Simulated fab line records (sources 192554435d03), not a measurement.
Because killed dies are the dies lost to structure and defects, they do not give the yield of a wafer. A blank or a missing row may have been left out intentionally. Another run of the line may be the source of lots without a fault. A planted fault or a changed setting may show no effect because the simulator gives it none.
Which tool did it? / flow n5_finfet / 24 lots, 72 wafers sampled, at 3 steps of a route of 1938

WHAT THE GAUGES SHOWED, per wafer
N5_BEOL_M10_CD_MEAS_28 targets a cd of 70 nm.
lot=L074; measured=day 13 08:13; on=cd_sem-02; cd_nm (nm)=71.1 71.2 69.5
lot=L077; measured=day 13 20:55; on=cd_sem-01; cd_nm (nm)=69.2 70.1 69.3
lot=L075; measured=day 14 09:16; on=cd_sem-01; cd_nm (nm)=69.2 71.0 70.3
lot=L076; measured=day 14 11:36; on=cd_sem-01; cd_nm (nm)=70.9 71.7 70.2
lot=L078; measured=day 14 21:08; on=cd_sem-02; cd_nm (nm)=68.3 71.0 69.9
lot=L080; measured=day 14 21:19; on=cd_sem-02; cd_nm (nm)=70.9 70.5 71.9
lot=L082; measured=day 15 00:50; on=cd_sem-02; cd_nm (nm)=71.0 71.1 72.3
lot=L079; measured=day 15 03:44; on=cd_sem-03; cd_nm (nm)=71.5 69.5 71.8
lot=L086; measured=day 16 13:14; on=cd_sem-03; cd_nm (nm)=69.9 71.2 71.9
lot=L081; measured=day 16 20:43; on=cd_sem-02; cd_nm (nm)=71.2 70.9 70.8
lot=L084; measured=day 16 20:45; on=cd_sem-03; cd_nm (nm)=68.9 70.7 71.6
lot=L083; measured=day 16 20:48; on=cd_sem-02; cd_nm (nm)=70.1 71.5 69.7
lot=L085; measured=day 17 07:47; on=cd_sem-03; cd_nm (nm)=69.9 69.2 69.6
lot=L090; measured=day 17 10:36; on=cd_sem-03; cd_nm (nm)=70.1 70.1 70.5
lot=L089; measured=day 17 21:48; on=cd_sem-02; cd_nm (nm)=70.5 71.6 71.2
lot=L088; measured=day 18 02:21; on=cd_sem-02; cd_nm (nm)=70.5 71.1 70.5
lot=L087; measured=day 18 02:31; on=cd_sem-02; cd_nm (nm)=70.4 70.4 71.0
lot=L091; measured=day 18 06:06; on=cd_sem-01; cd_nm (nm)=70.1 70.5 70.3
lot=L092; measured=day 18 14:54; on=cd_sem-01; cd_nm (nm)=69.0 69.8 70.4
lot=L096; measured=day 18 14:56; on=cd_sem-02; cd_nm (nm)=70.0 69.6 70.0
lot=L094; measured=day 18 14:59; on=cd_sem-03; cd_nm (nm)=71.0 68.5 70.8
lot=L093; measured=day 19 10:07; on=cd_sem-02; cd_nm (nm)=70.6 69.5 69.9
lot=L095; measured=day 19 11:24; on=cd_sem-01; cd_nm (nm)=68.4 68.8 68.8
lot=L097; measured=day 19 18:28; on=cd_sem-03; cd_nm (nm)=70.7 71.8 70.6

N5_BEOL_M10_RS_MEAS_57: measures by four-point-probe.
lot=L074; measured=day 13 11:46; on=film_metro-01; M10_RS (ohm/sq)=0.156 0.151 0.159
lot=L077; measured=day 14 01:26; on=film_metro-01; M10_RS (ohm/sq)=0.161 0.152 0.150
lot=L075; measured=day 14 11:58; on=film_metro-01; M10_RS (ohm/sq)=0.157 0.147 0.152
lot=L076; measured=day 14 15:00; on=film_metro-01; M10_RS (ohm/sq)=0.158 0.147 0.148
lot=L078; measured=day 15 00:27; on=film_metro-01; M10_RS (ohm/sq)=0.156 0.159 0.155
lot=L080; measured=day 15 02:05; on=film_metro-01; M10_RS (ohm/sq)=0.155 0.152 0.156
lot=L082; measured=day 15 04:28; on=film_metro-01; M10_RS (ohm/sq)=0.160 0.153 0.161
lot=L079; measured=day 15 09:31; on=film_metro-01; M10_RS (ohm/sq)=0.158 0.148 0.157
lot=L086; measured=day 16 18:37; on=film_metro-02; M10_RS (ohm/sq)=0.149 0.149 0.152
lot=L081; measured=day 16 23:49; on=film_metro-02; M10_RS (ohm/sq)=0.153 0.157 0.158
lot=L084; measured=day 17 00:15; on=film_metro-02; M10_RS (ohm/sq)=0.151 0.153 0.152
lot=L083; measured=day 17 01:30; on=film_metro-01; M10_RS (ohm/sq)=0.143 0.157 0.143
lot=L085; measured=day 17 12:27; on=film_metro-01; M10_RS (ohm/sq)=0.142 0.157 0.157
lot=L090; measured=day 17 13:55; on=film_metro-02; M10_RS (ohm/sq)=0.158 0.151 0.150
lot=L089; measured=day 18 02:36; on=film_metro-01; M10_RS (ohm/sq)=0.146 0.148 0.150
lot=L088; measured=day 18 06:41; on=film_metro-01; M10_RS (ohm/sq)=0.150 0.149 0.145
lot=L087; measured=day 18 06:56; on=film_metro-01; M10_RS (ohm/sq)=0.144 0.153 0.153
lot=L091; measured=day 18 11:35; on=film_metro-02; M10_RS (ohm/sq)=0.155 0.159 0.153
lot=L092; measured=day 18 17:53; on=film_metro-02; M10_RS (ohm/sq)=0.149 0.149 0.147
lot=L096; measured=day 18 18:59; on=film_metro-02; M10_RS (ohm/sq)=0.161 0.151 0.149
lot=L094; measured=day 18 19:05; on=film_metro-02; M10_RS (ohm/sq)=0.158 0.150 0.149
lot=L093; measured=day 19 14:08; on=film_metro-01; M10_RS (ohm/sq)=0.159 0.150 0.149
lot=L095; measured=day 19 14:47; on=film_metro-01; M10_RS (ohm/sq)=0.149 0.149 0.154
lot=L097; measured=day 19 21:38; on=film_metro-02; M10_RS (ohm/sq)=0.150 0.154 0.148

WHICH TOOL RAN EACH LOT (tool, then ch and the chambers of the sampled wafers, then the start)
lot=L074; N5_BEOL_M10_PRE_CLEAN_45=pvd_sputter-02, day 13 09:55
lot=L077; N5_BEOL_M10_PRE_CLEAN_45=pvd_sputter-01, day 13 22:08
lot=L075; N5_BEOL_M10_PRE_CLEAN_45=pvd_sputter-02, day 14 10:25
lot=L076; N5_BEOL_M10_PRE_CLEAN_45=pvd_sputter-03, day 14 13:13
lot=L078; N5_BEOL_M10_PRE_CLEAN_45=pvd_sputter-02, day 14 22:19
lot=L080; N5_BEOL_M10_PRE_CLEAN_45=pvd_sputter-02, day 14 23:02
lot=L082; N5_BEOL_M10_PRE_CLEAN_45=pvd_sputter-02, day 15 02:48
lot=L079; N5_BEOL_M10_PRE_CLEAN_45=pvd_sputter-03, day 15 07:43
lot=L086; N5_BEOL_M10_PRE_CLEAN_45=pvd_sputter-01, day 16 17:05
lot=L081; N5_BEOL_M10_PRE_CLEAN_45=pvd_sputter-01, day 16 21:52
lot=L084; N5_BEOL_M10_PRE_CLEAN_45=pvd_sputter-02, day 16 22:05
lot=L083; N5_BEOL_M10_PRE_CLEAN_45=pvd_sputter-03, day 16 22:31
lot=L085; N5_BEOL_M10_PRE_CLEAN_45=pvd_sputter-01, day 17 09:21
lot=L090; N5_BEOL_M10_PRE_CLEAN_45=pvd_sputter-02, day 17 11:53
lot=L089; N5_BEOL_M10_PRE_CLEAN_45=pvd_sputter-03, day 17 23:19
lot=L088; N5_BEOL_M10_PRE_CLEAN_45=pvd_sputter-03, day 18 04:36
lot=L087; N5_BEOL_M10_PRE_CLEAN_45=pvd_sputter-03, day 18 04:46
lot=L091; N5_BEOL_M10_PRE_CLEAN_45=pvd_sputter-03, day 18 09:46
lot=L092; N5_BEOL_M10_PRE_CLEAN_45=pvd_sputter-02, day 18 16:04
lot=L096; N5_BEOL_M10_PRE_CLEAN_45=pvd_sputter-01, day 18 16:37
lot=L094; N5_BEOL_M10_PRE_CLEAN_45=pvd_sputter-02, day 18 16:40
lot=L093; N5_BEOL_M10_PRE_CLEAN_45=pvd_sputter-02, day 19 11:52
lot=L095; N5_BEOL_M10_PRE_CLEAN_45=pvd_sputter-03, day 19 12:42
lot=L097; N5_BEOL_M10_PRE_CLEAN_45=pvd_sputter-01, day 19 19:48
- N5_BEOL_M10_PRE_CLEAN_45: time 30 s.

WHAT THE TOOLS THEMSELVES READ (means of the sampled wafers that have a number; where no wafer has one, the mark that the record gives instead)
N5_BEOL_M10_PRE_CLEAN_45.
lot=L074; tool=pvd_sputter-02; heater_power_w (W)=302
lot=L077; tool=pvd_sputter-01; heater_power_w (W)=316
lot=L075; tool=pvd_sputter-02; heater_power_w (W)=309
lot=L076; tool=pvd_sputter-03; heater_power_w (W)=308
lot=L078; tool=pvd_sputter-02; heater_power_w (W)=290
lot=L080; tool=pvd_sputter-02; heater_power_w (W)=312
lot=L082; tool=pvd_sputter-02; heater_power_w (W)=302
lot=L079; tool=pvd_sputter-03; heater_power_w (W)=300
lot=L086; tool=pvd_sputter-01; heater_power_w (W)=326
lot=L081; tool=pvd_sputter-01; heater_power_w (W)=316
lot=L084; tool=pvd_sputter-02; heater_power_w (W)=299
lot=L083; tool=pvd_sputter-03; heater_power_w (W)=319
lot=L085; tool=pvd_sputter-01; heater_power_w (W)=317
lot=L090; tool=pvd_sputter-02; heater_power_w (W)=294
lot=L089; tool=pvd_sputter-03; heater_power_w (W)=324
lot=L088; tool=pvd_sputter-03; heater_power_w (W)=319
lot=L087; tool=pvd_sputter-03; heater_power_w (W)=308
lot=L091; tool=pvd_sputter-03; heater_power_w (W)=307
lot=L092; tool=pvd_sputter-02; heater_power_w (W)=302
lot=L096; tool=pvd_sputter-01; heater_power_w (W)=354
lot=L094; tool=pvd_sputter-02; heater_power_w (W)=288
lot=L093; tool=pvd_sputter-02; heater_power_w (W)=285
lot=L095; tool=pvd_sputter-03; heater_power_w (W)=314
lot=L097; tool=pvd_sputter-01; heater_power_w (W)=305

THE ANSWER, worked out from the rows above alone
Rule: what is usual is taken from the lots themselves. The widest of any qualifying gaps counts: lots, ordered by their means at a reading, are off when they make up no more than a third of the lots, leave a main group of 4 or more, and stand apart from it by 3 or more times the standard deviation of that group's means. If all means in a main group match to the digits the tables above print for the reading, that group is not used. A lot without any number at a reading at which 4 lots or more have one is off too. Where the step has rows for the other lots, those lots are counted as sound. The gauges are gone through in route order, then the tools' own readings, and for those a lot's mean is taken as printed above. The first step at which some lot is off is used, and at that step the reading that is off furthest; a lot without a number counts as furthest.
No lot is off on any of the readings shown, so nothing can be concluded from this.

WHAT THE SIMULATOR HAD INSERTED
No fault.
